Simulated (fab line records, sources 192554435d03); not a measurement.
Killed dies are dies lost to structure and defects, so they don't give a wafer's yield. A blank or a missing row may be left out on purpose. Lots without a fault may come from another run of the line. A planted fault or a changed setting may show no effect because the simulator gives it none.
fab line records | flow n5_finfet | part 2 of 2: steps 5 to 6 of 6
record lots=23 wafers=69 last_day=18
route steps=1938 shown SDB@364 HKMG_FIN@430
lots that met no fault: from a run of the same line without faults
start_h: hours from the record's first day to the start of the lot's first wafer shown | wait_h: hours since the lot's step before | " the same as in the row above | L1.1+2: a row that stands for several wafers | - no value, or no start given | * or withheld: withheld | < > ~ a bound
route shown NAME@n: a module of which the file shows steps, and the number in the route of the first | usual: mean/standard deviation of fault-free wafers | same: alike in all rows | chamber/n: place in a boat | sites: the reading at each site | _std_site: their standard deviation | _edge_site: outer sites' mean less inner sites' | radius_mm: how far each site lies from the wafer's centre | mask NAME#n: copy n | behind: the tool/chamber that last shaped the wafer | hold: why the lot was held/for how many hours/how that ended | device: the transistor (n, p or np) that didn't switch | end of line: the same wafers' tests at the end of the route | a step without rows: its recipe alone | killed: dies lost to structure and defects at the first sort, not the wafer's yield | map: a wafer's dies, x killed, . not, _ none there
set.NAME: the setting as run; set.NAME@STEP: as run at that earlier step | model.NAME: the simulator's own value behind a step, which no gauge read
steps of the route over a sample of lots; a table a step, a row a wafer
services: from which hour (start_h, from the record's first day; less than 0 if before it) a tool's chamber was out of use, for how many hours, and why
## steps
# step N5_HKMG_FIN_STRIP_34
# recipe chemistry=CF4 resist=SiARC power_w=300 bias_power_w=75 pressure_mtorr=50 cf4_flow_sccm=150 rf_frequency_hz=6e+07
# usual drypump_motor_current_A=5.5/0.38 oes_product_au=0.80/0.091 power_w=300.1/0.91 rf_fwd_power_W=294.2/1.6 rf_vpp_V=271.2/1.4 showerhead_plenum_p_Torr=1.81/0.057 throttle_valve_pct=13.58/0.29
# columns lot.wafer tool chamber start_h wait_h drypump_motor_current_A oes_product_au power_w rf_fwd_power_W rf_hours_counter_h rf_vpp_V showerhead_plenum_p_Torr throttle_valve_pct
L074.2 rie_diel-06 3 73.96 0.0 6.5 0.73 299.9 293.1 171 273.3 1.86 13.69
L074.3 " 1 " " 5.3 0.79 300.4 295.5 98 269.3 1.74 13.77
L074.4 " 2 " " 5.0 0.85 300.6 292.9 54 270.1 1.76 13.63
L075.1 rie_diel-03 1 80.91 0.0 5.6 0.73 299.8 - 198 270.1 1.78 13.63
L075.2 " 0 " " 5.0 0.94 301.0 295.5 6 269.2 1.77 13.45
L075.3 " 3 " " 5.7 0.69 300.7 293.1 224 272.7 1.85 14.14
L076.1 rie_diel-06 1 85.91 0.0 5.3 0.78 300.5 295.8 102 269.7 1.74 13.77
L076.2 " 0 " " 5.4 0.75 300.5 295.8 161 270.8 1.80 13.50
L076.5 " 3 " " 6.5 0.73 301.4 293.4 - 272.9 1.86 13.72
L077.3 rie_diel-03 2 91.73 0.0 5.7 0.95 301.1 290.4 3 273.5 1.92 13.12
L077.4 " 0 " " 5.0 0.93 300.4 295.6 9 270.4 1.77 13.45
L077.6 " 3 " " 5.6 0.69 299.5 294.8 - 272.0 1.85 14.15
L078.4 rie_diel-04 0 99.36 0.0 5.4 0.85 301.8 296.2 33 273.7 1.89 13.66
L078.5 " 1 " " 5.8 0.69 300.7 - - 272.8 1.84 13.82
L078.6 " 2 " " 5.6 0.90 301.2 295.1 - 271.7 1.83 13.02
L079.2 rie_diel-03 1 105.48 0.0 5.6 0.72 300.5 - 208 272.1 1.78 13.64
L079.3 " 0 " " 5.0 0.91 300.2 294.9 15 269.4 1.76 13.46
L079.6 " 3 " " 5.7 0.69 301.8 292.9 - 272.1 1.85 14.15
L080.1 rie_diel-04 3 112.05 0.0 5.5 0.93 300.2 293.5 10 273.1 1.83 13.01
L080.3 " 1 " " 5.7 0.68 298.1 - 238 272.7 1.84 13.82
L080.4 " 2 " " 5.7 0.88 298.9 295.5 23 270.9 1.83 13.01
L081.1 rie_diel-04 1 118.91 0.0 5.7 0.68 300.7 - 239 273.5 1.84 13.81
L081.2 " 0 " " 5.4 0.84 300.3 297.6 40 271.5 1.89 13.66
L081.6 " 0 " " 5.4 0.84 300.0 296.0 - 271.9 1.89 13.67
L082.2 rie_diel-03 0 127.25 0.0 5.1 0.91 299.4 296.4 19 270.4 1.76 13.49
L082.4 " 2 " " 5.7 0.93 299.1 292.3 7 274.5 1.92 13.14
L082.5 " 0 " " 5.1 0.91 299.3 295.3 - 269.3 1.76 13.47
L083.3 rie_diel-03 2 131.69 0.0 5.6 0.92 300.9 294.9 9 274.1 1.91 13.15
L083.4 " 1 " " 5.6 0.71 296.8 - 219 271.3 1.77 13.66
L083.5 " 1 " " 5.5 0.71 299.6 - - 270.3 1.77 13.66
L084.1 rie_diel-06 2 135.45 0.0 5.0 0.82 300.3 293.3 76 269.4 1.75 13.67
L084.5 " 1 " " 5.3 0.76 299.8 296.7 - 269.5 1.73 13.81
L084.6 " 0 " " 5.5 0.74 299.1 - - 271.6 1.80 13.54
L085.2 rie_diel-06 3 142.94 0.0 6.5 0.71 301.0 292.3 195 270.9 1.85 13.77
L085.4 " 2 " " 5.0 0.82 300.6 292.0 78 269.4 1.75 13.67
L085.5 " 2 " " 5.0 0.82 299.3 294.0 - 269.9 1.75 13.69
L086.2 rie_diel-03 1 148.49 0.0 5.5 0.71 300.7 - 225 270.2 1.77 13.68
L086.3 " 2 " " 5.7 0.90 298.8 292.5 14 273.4 1.91 13.17
L086.6 " 2 " " 5.7 0.91 299.6 291.3 - 271.4 1.91 13.16
L087.2 rie_diel-03 1 154.47 0.0 5.6 0.70 298.4 - 228 270.4 1.77 13.68
L087.3 " 0 " " 5.1 0.88 300.8 293.9 29 268.7 1.76 13.51
L087.5 " 2 " " 5.7 0.90 300.0 293.3 - 274.6 1.91 13.18
L088.1 rie_diel-03 1 158.28 0.0 5.6 0.70 300.6 - 230 270.8 1.77 13.70
L088.4 " 1 " " 5.5 0.70 300.2 - - 270.2 1.77 13.70
L088.5 " 2 " " 5.7 0.90 299.5 292.8 - 274.7 1.91 13.17
L090.2 rie_diel-04 1 170.68 0.0 5.7 0.96 299.2 292.5 2 272.4 1.84 13.28
L090.3 " 0 " " 5.4 0.82 298.5 297.7 60 272.3 1.88 13.72
L090.5 " 1 " " 5.7 0.96 299.8 295.2 - 272.1 1.84 13.28
L091.1 rie_diel-06 0 176.89 0.0 5.5 0.72 296.9 - 193 272.3 1.79 13.57
L091.4 " 1 " " 5.3 0.75 300.2 293.8 133 269.1 1.73 13.85
L091.5 " 0 " " 5.5 0.73 299.9 - - 271.8 1.79 13.56
L092.1 rie_diel-03 1 182.40 0.0 5.6 0.70 299.8 - 241 271.6 1.77 13.72
L092.2 " 2 " " 5.7 0.88 300.3 291.6 30 273.1 1.91 13.20
L092.3 " 3 " " 5.7 0.99 301.3 294.2 1 270.4 1.84 13.63
L093.3 rie_diel-03 3 190.47 0.0 5.7 0.97 300.3 292.8 4 271.9 1.84 13.63
L093.5 " 0 " " 5.0 0.85 299.4 294.8 - 271.2 1.76 13.54
L093.6 " 3 " " 5.6 0.97 301.2 293.8 - 271.7 1.84 13.62
L094.1 rie_diel-06 3 195.07 0.0 6.5 0.71 299.4 293.3 213 271.6 1.85 13.79
L094.4 " 2 " " 5.0 0.80 301.6 292.1 96 270.1 1.75 13.73
L094.5 " 0 " " 5.5 0.72 301.0 - - 270.2 1.79 13.57
L095.2 rie_diel-03 3 205.72 0.0 5.7 0.95 300.6 292.5 9 270.8 1.84 13.64
L095.4 " 2 " " 5.6 0.86 299.0 292.4 37 273.2 1.91 13.23
L095.6 " 1 " " 5.6 0.69 300.0 - - 270.7 1.76 13.74
L096.1 rie_diel-06 0 212.73 0.0 5.5 0.72 300.5 - 206 271.3 1.79 13.59
L096.2 " 2 " " 5.0 0.79 298.6 292.4 101 269.0 1.74 13.73
L096.4 " 3 " " 6.5 0.70 300.1 293.0 218 271.7 1.84 13.80
L097.2 rie_diel-06 0 218.88 0.0 5.5 0.71 299.4 296.3 209 270.0 1.79 13.60
L097.4 " 2 " " 4.9 0.80 301.7 293.7 104 270.2 1.74 13.74
L097.5 " 2 " " 5.0 0.79 300.3 293.6 - 270.4 1.74 13.74
# step N5_HKMG_FIN_W_FILL_22
# recipe material=W target_thk_a=600 temp_c=400 pressure_torr=39.4 time_s=18.2
# usual heater_power_w=878/59 throttle_valve_pct=19.6/0.8
# columns lot.wafer tool chamber start_h wait_h heater_power_w throttle_valve_pct
L074.2 cvd_w-01 1 77.24 0.0 767 18.5
L074.3 " 0 " " 942 20.3
L074.4 " 1 " " 790 18.3
L075.1 cvd_w-02 1 84.43 0.0 926 20.5
L075.2 " 0 " " 857 19.3
L075.3 " 1 " " 909 20.1
L076.1 cvd_w-01 0 89.18 0.0 930 20.2
L076.2 " 1 " " 764 18.4
L076.5 " 1 " " 771 18.3
L077.3 cvd_w-01 1 95.09 0.0 777 18.3
L077.4 " 0 " " 949 20.0
L077.6 " 0 " " 942 20.1
L078.4 cvd_w-02 0 102.66 0.0 862 19.1
L078.5 " 1 " " 894 20.4
L078.6 " 0 " " 862 19.1
L079.2 cvd_w-02 1 108.77 0.0 922 20.4
L079.3 " 0 " " 864 18.9
L079.6 " 1 " " 911 20.5
L080.1 cvd_w-02 1 115.34 0.0 903 20.3
L080.3 " 0 " " 883 18.9
L080.4 " 1 " " 904 20.6
L081.1 cvd_w-02 1 122.34 0.0 891 20.6
L081.2 " 0 " " 896 19.4
L081.6 " 1 " " 916 20.4
L082.2 cvd_w-02 1 130.74 0.0 889 20.1
L082.4 " 1 " " 900 20.5
L082.5 " 1 " " 922 20.3
L083.3 cvd_w-02 1 135.20 0.0 908 20.4
L083.4 " 0 " " 850 19.2
L083.5 " 0 " " 898 19.0
L084.1 cvd_w-02 0 139.17 0.0 895 18.9
L084.5 " 0 " " 859 19.1
L084.6 " 1 " " 887 20.1
L085.2 cvd_w-01 1 146.80 0.0 788 18.3
L085.4 " 0 " " 962 20.3
L085.5 " 0 " " 924 20.5
L086.2 cvd_w-02 1 151.81 0.0 918 20.2
L086.3 " 0 " " 885 19.0
L086.6 " 0 " " 875 19.0
L087.2 cvd_w-01 0 158.14 0.0 935 20.4
L087.3 " 0 " " 932 20.2
L087.5 " 1 " " 786 18.9
L088.1 cvd_w-01 0 161.58 0.0 931 20.2
L088.4 " 0 " " 937 20.3
L088.5 " 1 " " 763 18.5
L090.2 cvd_w-01 0 174.34 0.0 948 20.3
L090.3 " 1 " " 750 18.2
L090.5 " 1 " " 781 18.5
L091.1 cvd_w-02 0 180.26 0.0 870 19.4
L091.4 " 1 " " 933 20.5
L091.5 " 1 " " 907 20.7
L092.1 cvd_w-01 1 185.91 0.0 781 18.6
L092.2 " 0 " " 948 20.4
L092.3 " 0 " " 949 20.5
L093.3 cvd_w-01 0 193.95 0.0 940 20.1
L093.5 " 0 " " 958 20.2
L093.6 " 1 " " 789 18.9
L094.1 cvd_w-01 0 198.39 0.0 938 20.2
L094.4 " 0 " " 934 20.4
L094.5 " 0 " " 962 20.5
L095.2 cvd_w-02 0 209.02 0.0 857 19.5
L095.4 " 1 " " 918 20.5
L095.6 " 1 " " 921 20.6
L096.1 cvd_w-02 0 216.15 0.0 891 19.4
L096.2 " 1 " " 919 20.7
L096.4 " 0 " " 864 19.2
L097.2 cvd_w-02 0 222.16 0.0 867 19.1
L097.4 " 0 " " 882 19.2
L097.5 " 1 " " 917 20.7
## services
# columns tool chamber start_h hours kind
plasma_asher-02 - 50.71 2.8 pm
rie_diel-06 1 51.39 1.4 repair
plasma_asher-01 - 59.79 2.6 repair
rie_diel-04 3 66.26 - clean
rie_diel-04 3 66.26 - consumable_replace:focus_ring
rie_diel-04 3 66.26 13.0 scheduled_down
rie_diel-04 3 66.26 13.0 vent_cycle
rie_diel-03 2 69.94 - clean
cvd_w-02 - 72.55 1.2 repair
ald_sin-04 0 85.29 1.9 repair
ald_sin-01 - 86.18 14.0 pm
cvd_w-01 0 86.35 1.6 repair
plasma_asher-02 - 106.61 13.5 repair
rie_diel-03 0 111.09 14.0 repair
ald_sin-02 0 120.69 7.7 repair
plasma_asher-01 - 135.25 28.1 pm
rie_diel-04 1 149.34 - clean
rie_diel-04 1 149.34 - consumable_replace:focus_ring
rie_diel-04 1 149.34 18.4 scheduled_down
rie_diel-04 1 149.34 18.4 vent_cycle
cvd_w-02 - 155.18 6.9 pm
ald_sin-01 0 159.33 3.7 repair
ald_sin-04 - 176.80 14.0 pm
plasma_asher-02 - 184.37 34.4 repair
